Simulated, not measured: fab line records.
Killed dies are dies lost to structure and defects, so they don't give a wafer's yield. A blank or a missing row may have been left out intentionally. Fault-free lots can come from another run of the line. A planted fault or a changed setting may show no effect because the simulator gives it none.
Matching of chambers || flow nand_harc || NHARC_P_M1_PRE_CLEAN_32 on pecvd-03: 3 sister chambers
The step time 12 s. 33 wafers are shown with their chamber, then 12 later ones without.

## EACH WAFER AND ITS CHAMBER
{"wafer": "L075.3", "chamber": 1, "heater_power_w (W)": 637}
{"wafer": "L075.4", "chamber": 0, "heater_power_w (W)": 664}
{"wafer": "L075.5", "chamber": 2, "heater_power_w (W)": 752}
{"wafer": "L077.3", "chamber": 0, "heater_power_w (W)": 688}
{"wafer": "L077.5", "chamber": 0, "heater_power_w (W)": 708}
{"wafer": "L077.6", "chamber": 2, "heater_power_w (W)": 650}
{"wafer": "L080.1", "chamber": 1, "heater_power_w (W)": 661}
{"wafer": "L080.5", "chamber": 2, "heater_power_w (W)": 682}
{"wafer": "L080.6", "chamber": 1, "heater_power_w (W)": 661}
{"wafer": "L083.2", "chamber": 0, "heater_power_w (W)": 648}
{"wafer": "L083.3", "chamber": 2, "heater_power_w (W)": 710}
{"wafer": "L083.4", "chamber": 1, "heater_power_w (W)": 656}
{"wafer": "L082.2", "chamber": 1, "heater_power_w (W)": 671}
{"wafer": "L082.4", "chamber": 2, "heater_power_w (W)": 685}
{"wafer": "L082.6", "chamber": 1, "heater_power_w (W)": 657}
{"wafer": "L084.1", "chamber": 1, "heater_power_w (W)": 665}
{"wafer": "L084.5", "chamber": 1, "heater_power_w (W)": 679}
{"wafer": "L084.6", "chamber": 2, "heater_power_w (W)": 745}
{"wafer": "L084.2", "chamber": 0, "heater_power_w (W)": 691}
{"wafer": "L084.3", "chamber": 2, "heater_power_w (W)": 715}
{"wafer": "L084.4", "chamber": 0, "heater_power_w (W)": 713}
{"wafer": "L087.2", "chamber": 0, "heater_power_w (W)": 615}
{"wafer": "L087.3", "chamber": 2, "heater_power_w (W)": 627}
{"wafer": "L087.5", "chamber": 2, "heater_power_w (W)": 644}
{"wafer": "L085.1", "chamber": 2, "heater_power_w (W)": 632}
{"wafer": "L085.5", "chamber": 0, "heater_power_w (W)": 622}
{"wafer": "L085.6", "chamber": 1, "heater_power_w (W)": 576}
{"wafer": "L086.2", "chamber": 0, "heater_power_w (W)": 600}
{"wafer": "L086.3", "chamber": 1, "heater_power_w (W)": 637}
{"wafer": "L086.5", "chamber": 2, "heater_power_w (W)": 665}
{"wafer": "L089.2", "chamber": 2, "heater_power_w (W)": 663}
{"wafer": "L089.3", "chamber": 0, "heater_power_w (W)": 593}
{"wafer": "L089.5", "chamber": 0, "heater_power_w (W)": 595}

SIGNATURES, as means of the wafers listed above
{"reading": "heater_power_w", "chamber 0": 648.82, "chamber 1": 650.00, "chamber 2": 680.83, "scatter within a chamber": 40.2}
Rule: a wafer's distance from a chamber is the root of the sum, over the readings, of the square of ((its reading less the chamber's mean) divided by the reading's scatter). If the next closest chamber is less than 2 further off than the closest, the wafer can't be placed; otherwise it belongs to the closest. The scatter: take each reading less its chamber's mean, square it, sum over the shown wafers, divide by the number of wafers less the number of chambers, and take the root.

## WAFERS WHOSE CHAMBER IS MISSING
{"wafer": "L088.2", "heater_power_w (W)": 620}
{"wafer": "L088.4", "heater_power_w (W)": 650}
{"wafer": "L088.5", "heater_power_w (W)": 637}
{"wafer": "L088.1", "heater_power_w (W)": 651}
{"wafer": "L088.3", "heater_power_w (W)": 738}
{"wafer": "L088.6", "heater_power_w (W)": 742}
{"wafer": "L090.1", "heater_power_w (W)": 584}
{"wafer": "L090.3", "heater_power_w (W)": 611}
{"wafer": "L090.5", "heater_power_w (W)": 729}
{"wafer": "L095.3", "heater_power_w (W)": 675}
{"wafer": "L095.5", "heater_power_w (W)": 673}
{"wafer": "L095.6", "heater_power_w (W)": 717}

## THE CHAMBER EACH PASSED THROUGH
{"wafer": "L088.2", "from the rows above": "can't be placed: 0 or 1 or 2", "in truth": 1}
{"wafer": "L088.4", "from the rows above": "can't be placed: 1 or 0 or 2", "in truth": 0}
{"wafer": "L088.5", "from the rows above": "can't be placed: 0 or 1 or 2", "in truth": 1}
{"wafer": "L088.1", "from the rows above": "can't be placed: 1 or 0 or 2", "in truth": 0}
{"wafer": "L088.3", "from the rows above": "can't be placed: 2 or 1 or 0", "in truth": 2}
{"wafer": "L088.6", "from the rows above": "can't be placed: 2 or 1 or 0", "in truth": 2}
{"wafer": "L090.1", "from the rows above": "can't be placed: 0 or 1 or 2", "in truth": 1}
{"wafer": "L090.3", "from the rows above": "can't be placed: 0 or 1 or 2", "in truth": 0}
{"wafer": "L090.5", "from the rows above": "can't be placed: 2 or 1 or 0", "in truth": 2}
{"wafer": "L095.3", "from the rows above": "can't be placed: 2 or 1 or 0", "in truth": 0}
{"wafer": "L095.5", "from the rows above": "can't be placed: 2 or 1 or 0", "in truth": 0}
{"wafer": "L095.6", "from the rows above": "can't be placed: 2 or 1 or 0", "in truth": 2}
0 of 12 placed correctly. These rows do not allow placing 12 (true chamber among the candidates in 12). Placed wrongly: 0.
